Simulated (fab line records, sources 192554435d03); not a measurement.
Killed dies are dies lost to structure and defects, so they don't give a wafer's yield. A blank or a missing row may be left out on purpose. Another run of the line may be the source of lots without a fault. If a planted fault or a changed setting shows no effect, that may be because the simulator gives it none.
fab line records :: flow n5Finfet
[record]
  lots = 4
  wafers = 12
  lastDay = 16
route steps=1938 shown BEOL_M4@1094 BEOL_M5@1112 PASSIVATION@1936
lots with no fault: from the same line, run without faults
startH: start of the lot's first displayed wafer, in hours after the record's first day :: waitH: hours elapsed since this lot's preceding step :: " unchanged from the row above :: L1.1+2: a single row standing in for several wafers :: - no value, or no start was given :: * or withheld: withheld :: < > ~ a bound
route shown NAME@n: names a module that has steps shown in the file, with the first one's number in the route :: usual: mean and standard deviation over wafers with no fault :: same: alike in all rows :: chamber/n: place in a boat :: sites: per-site readings :: _std_site: the values' standard deviation :: _edge_site: inner sites' mean taken away from outer sites' mean :: radiusMm: how far each site lies from the wafer's centre :: mask NAME#n: copy n :: behind: the most recent tool/chamber to have shaped the wafer :: hold: reason for holding the lot/hours on hold/outcome of the hold :: device: the n, p or np transistor that did not switch :: end of line: tests of these same wafers at the route's end :: a step given without rows: its recipe and nothing more :: killed: dies that structure and defects cost at the first sort, which is not the same as the wafer's yield :: map: shows each die of a wafer: x if killed, . if not, _ if none is there
set.NAME: the setting as run; set.NAME@STEP: as run at that earlier step :: model.NAME: the simulator's own value behind a step, which no gauge read
a table for each step, a row for each wafer; lots at some steps of the route
[[steps]]
[step N5_BEOL_M4_SPUTTER_90]
[recipe]
  material = Cu
  targetThkA = 45
  tempC = -20
  chamberPressurePa = 0.07
  powerW = withheld
  timeS = 8.29
[step N5_BEOL_M4_ANNEAL_91]
[recipe]
  tempC = 400
  timeS = 240
  ambient = vacuum
[step N5_BEOL_M4_SPUTTER_92]
[recipe]
  material = Cu
  targetThkA = 45
  tempC = -20
  chamberPressurePa = 0.07
  powerW = withheld
  timeS = 8.29
[step N5_BEOL_M4_ANNEAL_93]
[recipe]
  tempC = 400
  timeS = 240
  ambient = vacuum
[step N5_BEOL_M4_SPUTTER_94]
[recipe]
  material = Cu
  targetThkA = 45
  tempC = -20
  chamberPressurePa = 0.07
  powerW = withheld
  timeS = 8.29
[step N5_BEOL_M4_ANNEAL_95]
[recipe]
  tempC = 400
  timeS = 240
  ambient = vacuum
[step N5_BEOL_M4_SPUTTER_96]
[recipe]
  material = Cu
  targetThkA = 45
  tempC = -20
  chamberPressurePa = 0.07
  powerW = withheld
  timeS = 8.29
[step N5_BEOL_M4_ECD_50]
[recipe]
  material = Cu
  targetThkA = 3000
[step N5_BEOL_M4_ANNEAL_51]
[recipe]
  tempC = 225
  timeS = 90
  ambient = N2
[step N5_BEOL_M4_CMP_52]
[recipe]
  stopOn = SiOC
  tOverpolishS = 6.8
  downForcePsi = 1
  platenRpm = 50
  clearingPlatenDownForcePsi = 1.5
  clearingPlatenRpm = 50
  postCmpClean = cuAlkaline
  targetThkNm = 40
  clearingPlatenPadVelocityMS = 0.99484
  padVelocityMS = 0.99484
[step N5_BEOL_M4_PRE_CLEAN_60]
[recipe]
  gas = NH3/H2
  timeS = 15
  tempC = *
  rfPowerW = 300
[step N5_BEOL_M4_CO_CAP_55]
[recipe]
  material = Co
  targetThkA = 20
  tempC = 200
  precursor = CCTBA/H2
  pressureTorr = 30
  timeS = 102.1
[usual]
  heaterPowerW = 229/16
lot.wafer: L491.1
tool: cvdCo-01
chamber: 2
startH: 214.49
waitH: 0.0
heaterPowerW: 222

lot.wafer: L491.4
tool: cvdCo-01
chamber: 1
startH: 214.49
waitH: 0.0
heaterPowerW: 248

lot.wafer: L491.5
tool: cvdCo-01
chamber: 2
startH: 214.49
waitH: 0.0
heaterPowerW: 217

lot.wafer: L500.1
tool: cvdCo-02
chamber: 1
startH: 256.97
waitH: 0.0
heaterPowerW: 257

lot.wafer: L500.3
tool: cvdCo-02
chamber: 0
startH: 256.97
waitH: 0.0
heaterPowerW: 204

lot.wafer: L500.4
tool: cvdCo-02
chamber: 2
startH: 256.97
waitH: 0.0
heaterPowerW: 214

lot.wafer: L501.1
tool: cvdCo-01
chamber: 1
startH: 259.63
waitH: 0.0
heaterPowerW: 256

lot.wafer: L501.2
tool: cvdCo-01
chamber: 0
startH: 259.63
waitH: 0.0
heaterPowerW: 232

lot.wafer: L501.3
tool: cvdCo-01
chamber: 2
startH: 259.63
waitH: 0.0
heaterPowerW: 218

lot.wafer: L502.3
tool: cvdCo-01
chamber: 0
startH: 266.32
waitH: 0.0
heaterPowerW: 235

lot.wafer: L502.4
tool: cvdCo-01
chamber: 1
startH: 266.32
waitH: 0.0
heaterPowerW: 257

lot.wafer: L502.5
tool: cvdCo-01
chamber: 2
startH: 266.32
waitH: 0.0
heaterPowerW: 213
[step N5_BEOL_M4_PRE_CLEAN_56]
[recipe]
  gas = NH3
  timeS = 15
  tempC = withheld
  rfPowerW = 300
[step N5_BEOL_M4_DEP_57]
[recipe]
  material = SiCN
  targetThkA = 80
  tempC = withheld
  precursor = 3MS/NH3
  pressureTorr = 3
  rfW = 202
  timeS = 14
[step N5_BEOL_M4_INSPECT_59]
[recipe]
  inspectInstrument = darkfield
  mode = postDep
[usual]
  rawDefectCount = 66/20
lot.wafer: L491.1
tool: defectInspect-02
chamber: -
startH: 214.70
waitH: 0.0
rawDefectCount: 79

lot.wafer: L491.4
tool: defectInspect-02
chamber: -
startH: 214.70
waitH: 0.0
rawDefectCount: 63

lot.wafer: L491.5
tool: defectInspect-02
chamber: -
startH: 214.70
waitH: 0.0
rawDefectCount: 58

lot.wafer: L500.1
tool: defectInspect-01
chamber: -
startH: 257.18
waitH: 0.0
rawDefectCount: 70

lot.wafer: L500.3
tool: defectInspect-01
chamber: -
startH: 257.18
waitH: 0.0
rawDefectCount: 66

lot.wafer: L500.4
tool: defectInspect-01
chamber: -
startH: 257.18
waitH: 0.0
rawDefectCount: 66

lot.wafer: L501.1
tool: defectInspect-02
chamber: -
startH: 259.84
waitH: 0.0
rawDefectCount: 426

lot.wafer: L501.2
tool: defectInspect-02
chamber: -
startH: 259.84
waitH: 0.0
rawDefectCount: 51

lot.wafer: L501.3
tool: defectInspect-02
chamber: -
startH: 259.84
waitH: 0.0
rawDefectCount: 36

lot.wafer: L502.3
tool: defectInspect-02
chamber: -
startH: 266.53
waitH: 0.0
rawDefectCount: 65

lot.wafer: L502.4
tool: defectInspect-02
chamber: -
startH: 266.53
waitH: 0.0
rawDefectCount: 427

lot.wafer: L502.5
tool: defectInspect-02
chamber: -
startH: 266.53
waitH: 0.0
rawDefectCount: 50
[step N5_BEOL_M4_RC_MEAS_101]
[usual]
  DIBL_N = 35.9/1.8
  DIBL_P = 36.2/2
  IOFF_N = 0.16/0.031
  IOFF_P = 0.22/0.041
  ION_N = 676/11
  ION_P = 465/8.5
  SS_N = 71.4/0.64
  SS_P = 73.2/0.7
  VT_N = 250/3.5
  VT_P = -250/3.9
lot.wafer: L491.1
tool: prober-02
chamber: 0
startH: 214.72
waitH: 0.0
DIBL_N[mV/V]: 33.6
DIBL_P[mV/V]: 33.3
IOFF_N[nA/um]: 0.11
IOFF_P[nA/um]: 0.15
ION_N[uA/um]: 660
ION_P[uA/um]: 449
SS_N[mV/dec]: 70.8
SS_P[mV/dec]: 72.5
VT_N[mV]: 256
VT_P[mV]: -255

lot.wafer: L491.4
tool: prober-02
chamber: 0
startH: 214.72
waitH: 0.0
DIBL_N[mV/V]: 36.3
DIBL_P[mV/V]: 36.2
IOFF_N[nA/um]: 0.16
IOFF_P[nA/um]: 0.19
ION_N[uA/um]: 682
ION_P[uA/um]: 464
SS_N[mV/dec]: 72.5
SS_P[mV/dec]: 74.1
VT_N[mV]: 248
VT_P[mV]: -255

lot.wafer: L491.5
tool: prober-02
chamber: 0
startH: 214.72
waitH: 0.0
DIBL_N[mV/V]: 35.6
DIBL_P[mV/V]: 34.8
IOFF_N[nA/um]: 0.15
IOFF_P[nA/um]: 0.18
ION_N[uA/um]: 665
ION_P[uA/um]: 453
SS_N[mV/dec]: 71.9
SS_P[mV/dec]: 72.7
VT_N[mV]: 248
VT_P[mV]: -257

lot.wafer: L500.1
tool: prober-01
chamber: 0
startH: 257.21
waitH: 0.0
DIBL_N[mV/V]: 36.1
DIBL_P[mV/V]: 36.0
IOFF_N[nA/um]: 0.19
IOFF_P[nA/um]: 0.23
ION_N[uA/um]: 679
ION_P[uA/um]: 468
SS_N[mV/dec]: 71.4
SS_P[mV/dec]: 73.5
VT_N[mV]: 246
VT_P[mV]: -247

lot.wafer: L500.3
tool: prober-01
chamber: 0
startH: 257.21
waitH: 0.0
DIBL_N[mV/V]: 34.1
DIBL_P[mV/V]: 33.3
IOFF_N[nA/um]: 0.14
IOFF_P[nA/um]: 0.19
ION_N[uA/um]: 678
ION_P[uA/um]: 468
SS_N[mV/dec]: 71.0
SS_P[mV/dec]: 72.1
VT_N[mV]: 251
VT_P[mV]: -250

lot.wafer: L500.4
tool: prober-01
chamber: 0
startH: 257.21
waitH: 0.0
DIBL_N[mV/V]: 34.7
DIBL_P[mV/V]: 35.0
IOFF_N[nA/um]: 0.16
IOFF_P[nA/um]: 0.23
ION_N[uA/um]: 666
ION_P[uA/um]: 464
SS_N[mV/dec]: 70.6
SS_P[mV/dec]: 72.8
VT_N[mV]: 248
VT_P[mV]: -248

lot.wafer: L501.1
tool: prober-01
chamber: 0
startH: 259.86
waitH: 0.0
DIBL_N[mV/V]: 33.9
DIBL_P[mV/V]: 34.3
IOFF_N[nA/um]: 0.12
IOFF_P[nA/um]: 0.15
ION_N[uA/um]: 662
ION_P[uA/um]: 447
SS_N[mV/dec]: 71.9
SS_P[mV/dec]: 72.3
VT_N[mV]: 254
VT_P[mV]: -257

lot.wafer: L501.2
tool: prober-01
chamber: 0
startH: 259.86
waitH: 0.0
DIBL_N[mV/V]: 33.6
DIBL_P[mV/V]: 34.0
IOFF_N[nA/um]: 0.12
IOFF_P[nA/um]: 0.15
ION_N[uA/um]: 664
ION_P[uA/um]: 462
SS_N[mV/dec]: 70.5
SS_P[mV/dec]: 72.8
VT_N[mV]: 255
VT_P[mV]: -256

lot.wafer: L501.3
tool: prober-01
chamber: 0
startH: 259.86
waitH: 0.0
DIBL_N[mV/V]: 35.2
DIBL_P[mV/V]: 35.5
IOFF_N[nA/um]: 0.13
IOFF_P[nA/um]: 0.17
ION_N[uA/um]: 668
ION_P[uA/um]: 456
SS_N[mV/dec]: 70.8
SS_P[mV/dec]: 72.6
VT_N[mV]: 252
VT_P[mV]: -255

lot.wafer: L502.3
tool: prober-01
chamber: 0
startH: 266.87
waitH: 0.3
DIBL_N[mV/V]: 35.1
DIBL_P[mV/V]: 33.6
IOFF_N[nA/um]: 0.14
IOFF_P[nA/um]: 0.18
ION_N[uA/um]: 674
ION_P[uA/um]: 462
SS_N[mV/dec]: 70.8
SS_P[mV/dec]: 73.1
VT_N[mV]: 248
VT_P[mV]: -253

lot.wafer: L502.4
tool: prober-01
chamber: 0
startH: 266.87
waitH: 0.3
DIBL_N[mV/V]: 39.2
DIBL_P[mV/V]: 38.3
IOFF_N[nA/um]: 0.22
IOFF_P[nA/um]: 0.27
ION_N[uA/um]: 686
ION_P[uA/um]: 463
SS_N[mV/dec]: 72.9
SS_P[mV/dec]: 74.2
VT_N[mV]: 245
VT_P[mV]: -247

lot.wafer: L502.5
tool: prober-01
chamber: 0
startH: 266.87
waitH: 0.3
DIBL_N[mV/V]: 35.3
DIBL_P[mV/V]: 33.9
IOFF_N[nA/um]: 0.14
IOFF_P[nA/um]: 0.19
ION_N[uA/um]: 664
ION_P[uA/um]: 452
SS_N[mV/dec]: 71.1
SS_P[mV/dec]: 72.4
VT_N[mV]: 249
VT_P[mV]: -250
[step N5_BEOL_M5_ILD_DEP_00]
[recipe]
  material = SiCOH_lowk
  targetThkA = 1406.4
  tempC = 300
  precursor = DEMS/porogen
  pressureTorr = 5
  rfW = 500
  timeS = 25.9
[step N5_BEOL_M5_CURE_79]
[recipe]
  tempC = 385
  timeS = 240
  ambient = He/Ar
  material = SiCOH_lowk
[step N5_BEOL_M5_PECVD_70]
[recipe]
  material = SiO2
  targetThkA = 160
  tempC = 400
  precursor = TEOS/O2
  pressureTorr = 5.5
  rfW = 450
  teosFlowSccm = 53.8
  gas = O2
  flowSccm = 3000
  timeS = 18
[step N5_BEOL_M5_HM_DEP_02]
[recipe]
  material = TiN
  targetThkA = 200
  tempC = 25
  chamberPressurePa = 0.49996
[step N5_BEOL_M5_COAT_59]
[recipe]
  resist = SOC
  tempC = 250
  timeS = 60
  spinRpm = 1500
  resistThkNm = 60
[step N5_BEOL_M5_COAT_60]
[recipe]
  resist = SiARC
  tempC = 220
  timeS = 60
  spinRpm = 1500
  resistThkNm = 12
[step N5_BEOL_M5_COAT_71]
[recipe]
  resist = underlayer
  tempC = 205
  timeS = 60
  spinRpm = 1500
  resistThkNm = 5
[step N5_BEOL_M5_COAT_05]
[recipe]
  resist = CAR-EUV
  spinRpm = 1500
  resistThkNm = 30
[step N5_BEOL_M5_EBR_07]
[recipe]
  solvent = PGMEA
  ebrWidthMm = 1.5
[step N5_BEOL_M5_SOFTBAKE_06]
[recipe]
  tempC = 110
  timeS = 60
  resist = CAR-EUV
[step N5_BEOL_M5_EXPOSE_08]
[recipe]
  maskId = M5
  na = 0.33
  sourceShape = annular
  sigmaInner = 0.4
  sigmaOuter = 0.8
  polarization = unpolarized
  targetCdNm = 28
  doseMj = 35.75
[step N5_BEOL_M5_PEB_09]
[recipe]
  pebTempC = 100
  pebTimeS = 60
  resist = CAR-EUV
[step N5_BEOL_M5_DEVELOP_10]
[recipe]
  developTimeS = 30
  developer = TMAH
  resist = CAR-EUV
  rinseLiquid = surfactantRinse
  dry = airSpin
  devTempC = 23
[step N5_BEOL_M5_INSPECT_13]
[recipe]
  mode = adi
  inspectInstrument = brightfield
[usual]
  rawDefectCount = 384/75
lot.wafer: L491.1
tool: defectInspect-02
chamber: -
startH: 216.88
waitH: 0.1
rawDefectCount: 309

lot.wafer: L491.4
tool: defectInspect-02
chamber: -
startH: 216.88
waitH: 0.1
rawDefectCount: 307

lot.wafer: L491.5
tool: defectInspect-02
chamber: -
startH: 216.88
waitH: 0.1
rawDefectCount: 311

lot.wafer: L500.1
tool: defectInspect-02
chamber: -
startH: 259.75
waitH: 0.1
rawDefectCount: 458

lot.wafer: L500.3
tool: defectInspect-02
chamber: -
startH: 259.75
waitH: 0.1
rawDefectCount: 508

lot.wafer: L500.4
tool: defectInspect-02
chamber: -
startH: 259.75
waitH: 0.1
rawDefectCount: 519

lot.wafer: L501.1
tool: defectInspect-02
chamber: -
startH: 263.21
waitH: 0.1
rawDefectCount: 730

lot.wafer: L501.2
tool: defectInspect-02
chamber: -
startH: 263.21
waitH: 0.1
rawDefectCount: 411

lot.wafer: L501.3
tool: defectInspect-02
chamber: -
startH: 263.21
waitH: 0.1
rawDefectCount: 275

lot.wafer: L502.3
tool: defectInspect-02
chamber: -
startH: 270.17
waitH: 0.0
rawDefectCount: 573

lot.wafer: L502.4
tool: defectInspect-02
chamber: -
startH: 270.17
waitH: 0.0
rawDefectCount: 763

lot.wafer: L502.5
tool: defectInspect-02
chamber: -
startH: 270.17
waitH: 0.0
rawDefectCount: 451
[step N5_BEOL_M5_DESCUM_16]
[recipe]
  chemistry = O2
  timeS = 7
  sourcePowerW = 50
  biasPowerW = 20
  pressureMtorr = 20
  rfFrequencyHz = 2.712e+07
  tempC = 40
  resist = CAR-EUV
  o2FlowSccm = 225
[step N5_PASSIVATION_PROBE_49]
[usual]
  defectLimitedYield = 91.3/1.3
  killed_at_M0_to_M3 = 35/9.3
  killed_at_M4_up = 14/5.2
  killedAtContacts = 12/5.9
  killedAtFrontEnd = 38/11
  killedAtOther = 4/3.7
  killedDies = 103/15
  killedOnRim = 14/4
  killedOpen = 67/12
  killedShort = 34/8
  sort_bin_5_function = 5.1/0.88
  sort_bin_6_memory = 3.3/0.65
  sortNPass = 1077/15
  sortYieldPct = 91.3/1.3
[same]
  grossDies = 1180
  killedAtBackSide = 0
  sort_bin_4_leakage[%] = 0
  sort_bin_8_speed[%] = 0
lot.wafer: L491.1
tool: prober-01
chamber: -
startH: 328.47
waitH: 0.0
defectLimitedYield[%]: 92.4
killed_at_M0_to_M3: 29
killed_at_M4_up: 15
killedAtContacts: 8
killedAtFrontEnd: 38
killedAtOther: 0
killedDies: 90
killedOnRim: 10
killedOpen: 65
killedShort: 24
sort_bin_5_function[%]: 4.4
sort_bin_6_memory[%]: 3.1
sortNPass: 1090
sortYieldPct[%]: 92.4

lot.wafer: L491.4
tool: prober-01
chamber: -
startH: 328.62
waitH: 0.2
defectLimitedYield[%]: 90.4
killed_at_M0_to_M3: 41
killed_at_M4_up: 9
killedAtContacts: 7
killedAtFrontEnd: 48
killedAtOther: 8
killedDies: 113
killedOnRim: 9
killedOpen: 71
killedShort: 40
sort_bin_5_function[%]: 5.8
sort_bin_6_memory[%]: 3.4
sortNPass: 1067
sortYieldPct[%]: 90.4

lot.wafer: L491.5
tool: prober-01
chamber: -
startH: 328.67
waitH: 0.2
defectLimitedYield[%]: 92.0
killed_at_M0_to_M3: 31
killed_at_M4_up: 9
killedAtContacts: 8
killedAtFrontEnd: 44
killedAtOther: 2
killedDies: 94
killedOnRim: 6
killedOpen: 54
killedShort: 39
sort_bin_5_function[%]: 4.7
sort_bin_6_memory[%]: 2.8
sortNPass: 1086
sortYieldPct[%]: 92.0

lot.wafer: L500.1
tool: prober-02
chamber: -
startH: 380.60
waitH: 0.0
defectLimitedYield[%]: 92.8
killed_at_M0_to_M3: 20
killed_at_M4_up: 15
killedAtContacts: 9
killedAtFrontEnd: 41
killedAtOther: 0
killedDies: 85
killedOnRim: 10
killedOpen: 50
killedShort: 30
sort_bin_5_function[%]: 4.1
sort_bin_6_memory[%]: 2.5
sortNPass: 1095
sortYieldPct[%]: 92.8

lot.wafer: L500.3
tool: prober-02
chamber: -
startH: 380.70
waitH: 0.1
defectLimitedYield[%]: 94.0
killed_at_M0_to_M3: 30
killed_at_M4_up: 10
killedAtContacts: 9
killedAtFrontEnd: 16
killedAtOther: 6
killedDies: 71
killedOnRim: 10
killedOpen: 48
killedShort: 21
sort_bin_5_function[%]: 3.6
sort_bin_6_memory[%]: 2.5
sortNPass: 1109
sortYieldPct[%]: 94.0

lot.wafer: L500.4
tool: prober-02
chamber: -
startH: 380.75
waitH: 0.2
defectLimitedYield[%]: 90.6
killed_at_M0_to_M3: 46
killed_at_M4_up: 24
killedAtContacts: 12
killedAtFrontEnd: 27
killedAtOther: 2
killedDies: 111
killedOnRim: 17
killedOpen: 66
killedShort: 44
sort_bin_5_function[%]: 6.0
sort_bin_6_memory[%]: 3.3
sortNPass: 1069
sortYieldPct[%]: 90.6

lot.wafer: L501.1
tool: prober-02
chamber: -
startH: 380.90
waitH: 0.3
defectLimitedYield[%]: 81.9
killed_at_M0_to_M3: 41
killed_at_M4_up: 128
killedAtContacts: 6
killedAtFrontEnd: 37
killedAtOther: 2
killedDies: 214
killedOnRim: 14
killedOpen: 66
killedShort: 35
sort_bin_5_function[%]: 12.5
sort_bin_6_memory[%]: 4.3
sortNPass: 966
sortYieldPct[%]: 81.9

lot.wafer: L501.2
tool: prober-02
chamber: -
startH: 380.95
waitH: 0.4
defectLimitedYield[%]: 92.5
killed_at_M0_to_M3: 33
killed_at_M4_up: 11
killedAtContacts: 8
killedAtFrontEnd: 35
killedAtOther: 2
killedDies: 89
killedOnRim: 15
killedOpen: 60
killedShort: 28
sort_bin_5_function[%]: 4.2
sort_bin_6_memory[%]: 3.2
sortNPass: 1091
sortYieldPct[%]: 92.5

lot.wafer: L501.3
tool: prober-02
chamber: -
startH: 381.00
waitH: 0.4
defectLimitedYield[%]: 92.6
killed_at_M0_to_M3: 32
killed_at_M4_up: 16
killedAtContacts: 3
killedAtFrontEnd: 32
killedAtOther: 4
killedDies: 87
killedOnRim: 14
killedOpen: 65
killedShort: 20
sort_bin_5_function[%]: 4.1
sort_bin_6_memory[%]: 3.3
sortNPass: 1093
sortYieldPct[%]: 92.6

lot.wafer: L502.3
tool: prober-02
chamber: -
startH: 382.68
waitH: 0.1
defectLimitedYield[%]: 93.6
killed_at_M0_to_M3: 30
killed_at_M4_up: 7
killedAtContacts: 7
killedAtFrontEnd: 29
killedAtOther: 3
killedDies: 76
killedOnRim: 9
killedOpen: 45
killedShort: 28
sort_bin_5_function[%]: 3.6
sort_bin_6_memory[%]: 2.5
sortNPass: 1104
sortYieldPct[%]: 93.6

lot.wafer: L502.4
tool: prober-02
chamber: -
startH: 382.73
waitH: 0.2
defectLimitedYield[%]: 81.1
killed_at_M0_to_M3: 39
killed_at_M4_up: 132
killedAtContacts: 19
killedAtFrontEnd: 30
killedAtOther: 3
killedDies: 223
killedOnRim: 19
killedOpen: 84
killedShort: 27
sort_bin_5_function[%]: 11.9
sort_bin_6_memory[%]: 5.2
sortNPass: 957
sortYieldPct[%]: 81.1

lot.wafer: L502.5
tool: prober-02
chamber: -
startH: 382.78
waitH: 0.2
defectLimitedYield[%]: 88.8
killed_at_M0_to_M3: 47
killed_at_M4_up: 9
killedAtContacts: 14
killedAtFrontEnd: 59
killedAtOther: 3
killedDies: 132
killedOnRim: 12
killedOpen: 79
killedShort: 51
sort_bin_5_function[%]: 6.9
sort_bin_6_memory[%]: 3.6
sortNPass: 1048
sortYieldPct[%]: 88.8
// killed by level:class
L491.1 BEOL_M3:geometricParticle:open=11 FIN_SAQP:geometricParticle:open=9 MOL_CONTACT_COAG:geometricParticle:open=7 BEOL_M0_SAQP:geometricParticle:short=7 GATE_CUT:geometricParticle:short=6 BEOL_M0_SAQP:geometricParticle:open=6 GATE_CUT:geometricParticle:open=5 FIN_SAQP:geometricParticle:short=4
L491.4 BEOL_M3:geometricParticle:open=13 FIN_SAQP:geometricParticle:open=7 FIN_SAQP:geometricParticle:short=7 MOL_CONTACT_COAG:geometricParticle:open=7 BEOL_M0_SAQP:geometricParticle:open=7 BEOL_M0_SAQP:geometricParticle:short=6 BEOL_M0:geometricParticle:open=6 STI_FIN_REVEAL:geometricParticle:open=5
L491.5 BEOL_M0_SAQP:geometricParticle:short=10 FIN_SAQP:geometricParticle:short=9 BEOL_M3:geometricParticle:open=8 ILD0:geometricParticle:open=6 MOL_CONTACT_COAG:geometricParticle:open=6 STARTING-WAFER:geometricParticle:short=6 STI_FIN_REVEAL:geometricParticle:open=5 BEOL_M0_SAQP:geometricParticle:open=5
L500.1 STI_FIN_REVEAL:geometricParticle:open=9 BEOL_M0_SAQP:geometricParticle:short=8 MOL_CONTACT_COAG:geometricParticle:open=7 GATE_CUT:geometricParticle:short=6 BEOL_M4:geometricParticle:open=5 HKMG_FIN:areaEtch=5 FIN_SAQP:geometricParticle:short=4 FIN_SAQP:geometricParticle:open=4
L500.3 STI_FIN_REVEAL:geometricParticle:open=8 BEOL_M0_SAQP:geometricParticle:short=7 MOL_CONTACT_COAG:geometricParticle:open=6 BEOL_M0_SAQP:geometricParticle:open=6 BEOL_M1:geometricParticle:open=6 BEOL_M2:geometricParticle:open=6 FIN_SAQP:geometricParticle:short=4 BEOL_M5:geometricParticle:open=4
L500.4 BEOL_M0_SAQP:geometricParticle:open=18 BEOL_M0_SAQP:geometricParticle:short=14 FIN_SAQP:geometricParticle:short=7 MOL_CONTACT_COAG:geometricParticle:open=7 BEOL_M4:geometricParticle:open=6 MOL_CONTACT_COAG:geometricParticle:short=5 STI_FIN_REVEAL:geometricParticle:open=4 BEOL_M3:geometricParticle:open=4
L501.1 BEOL_M4:unspecified=110 STI_FIN_REVEAL:geometricParticle:open=9 BEOL_M3:geometricParticle:open=9 BEOL_M2:geometricParticle:open=8 DUMMY_GATE:geometricParticle:open=7 FIN_SAQP:geometricParticle:open=6 BEOL_M4:geometricParticle:short=6 BEOL_M0_SAQP:geometricParticle:short=6
L501.2 BEOL_M3:geometricParticle:open=10 STI_FIN_REVEAL:geometricParticle:open=7 MOL_CONTACT_COAG:geometricParticle:open=6 BEOL_M1:geometricParticle:open=6 DUMMY_GATE:geometricParticle:open=5 BEOL_M2:geometricParticle:open=5 FIN_SAQP:geometricParticle:short=4 FIN_SAQP:geometricParticle:open=4
L501.3 BEOL_M3:geometricParticle:open=11 BEOL_M1:geometricParticle:open=8 FIN_SAQP:geometricParticle:short=6 FIN_SAQP:geometricParticle:open=6 DUMMY_GATE:geometricParticle:open=6 STI_FIN_REVEAL:geometricParticle:open=6 BEOL_M5:geometricParticle:open=5 BEOL_M4:geometricParticle:open=4
L502.3 STI_FIN_REVEAL:geometricParticle:open=10 BEOL_M0_SAQP:geometricParticle:short=9 BEOL_M0_SAQP:geometricParticle:open=8 MOL_CONTACT_COAG:geometricParticle:open=5 BEOL_M0:geometricParticle:short=5 FIN_SAQP:geometricParticle:short=4 BEOL_M2:geometricParticle:open=4 FIN_SAQP:geometricParticle:open=3
L502.4 BEOL_M4:unspecified=110 MOL_CONTACT_COAG:geometricParticle:open=18 BEOL_M0_SAQP:geometricParticle:open=14 BEOL_M0_SAQP:geometricParticle:short=9 STI_FIN_REVEAL:geometricParticle:open=8 BEOL_M4:geometricParticle:open=8 BEOL_M1:geometricParticle:open=6 BEOL_M5:geometricParticle:open=6
L502.5 STI_FIN_REVEAL:geometricParticle:open=16 BEOL_M0_SAQP:geometricParticle:short=16 FIN_SAQP:geometricParticle:open=12 MOL_CONTACT_COAG:geometricParticle:open=12 BEOL_M3:geometricParticle:open=12 FIN_SAQP:geometricParticle:short=8 BEOL_M0_SAQP:geometricParticle:open=6 BEOL_M5:geometricParticle:open=6
// map L501.1 (x killed, . not)
_________________............________________
______________...x....x.x......._____________
___________.................x......__________
__________..x.........x............._________
________....x...x...x................._______
_______..x..x..........................______
______.........................x........_____
_____..x...x....x..............x.........____
____....x...xx...x..x.....x........x......___
___..........................x......x..x...__
___..........xx....x.....xx.x........x.....__
__......x...x....x.x..xx...x...........xx..._
__.........x......x...x....x...........x...._
_...x........xx..............................
_.......................................x....
_......x............x...............x........
_...........................x....x...x...x...
_.............x..............x....x..........
_...............x.x.x.......x..xx..........x.
_........x..x..xx..............x....x....x..x
_.......xxxxxxxxx.......x.................x..
__.....x.xxxxxxx.xxx.......................x_
__.....xxxxxxxxxxxx..x........x......x......_
___....xxxxxxxxxxx..x......x...............__
___....xxxxxxxxxxxxx........x.x............__
____.....xxxxxxxxxxx................x....x___
_____..xxxxxxxxxxx.xxx....x.....xx.......____
______.xx.xxxxxxxxx.x............x......_____
_______.xx.xx.x..x.........x...........______
________x..x.xxxxx.x.................._______
__________xx......x......xx...x....x_________
___________...........x...x.x......__________
______________..x..............._____________
_________________xx.........x________________
// map L502.4 (x killed, . not)
_________________.x..........________________
______________.x......x........._____________
___________...........xx.x.........__________
__________.x...........x............_________
________.x....................x.x....x_______
_______x.xx........x...xx......x.......______
______.x....x....x....x................._____
_____..................x.......x.........____
____...........x.........xx..............x___
___x.......x........................x.....x__
___.....x...........x................xxx...__
__..xx..x.......................x......x.x.._
__x......x..x.....x....x......x........x...._
_........x.............x.......x.x.....x.....
_...........x...x..x.xx......................
_.........x.x....x................x.....x....
_.x..............x.....x............x........
_...................x..x.....................
_.....x....xx....x...x..........x....x.......
_........xxx..xxxx.............x.............
_....xx..xxx.x.x.xx..x.....x......x..........
__.....x.xxxxxxxxx....x....................._
__.....xxx.xxxxxxxx....x.x..............x..._
___...xxxxxxxxxxxxxxx...............x..x...__
___.x.x.xxxxxxxxxxx.....xx..x..............__
____....xxxxxxxxxxxx............xx......xx___
_____...x.xxxxxxxxxxx.....x..............____
______.x.xxxxxxxxxx.......x............._____
_______.x..xx.xxxxxx.....x.............______
________.xx.xx.x.........x.....x......_______
__________.....x.x.................._________
___________......x..x..............__________
______________....x..x....x....._____________
_________________...........x________________
[[key]]
[firstSign]
  step = N5_BEOL_M4_INSPECT_59
  reading = rawDefectCount
  direction = up
  sigmas = 18
  usual = 66
  struck = 426
[effect]
  step = N5_BEOL_M5_INSPECT_13
  reading = rawDefectCount
  direction = up
  sigmas = 4.8
  usual = 384
  struck = 746
[effect]
  step = N5_PASSIVATION_PROBE_49
  reading = killed_at_M4_up
  direction = up
  sigmas = 22
  usual = 14
  struck = 130
[moreKillsBornAt]
  N5_BEOL_M4_CO_CAP_55@cvdCo-01 = 220
metAt N5_BEOL_M4_CO_CAP_55
struckWafers L501.1,L502.4
onsetBetween 214.49 259.63
[fault]
  kind = chamberParticleSource
  tool = cvdCo-01
  chamber = 1
  onsetH = 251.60
  steps = N5_BEOL_M4_CO_CAP_55
  ratePerVisitCm2 = 0.53376
  endH = 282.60
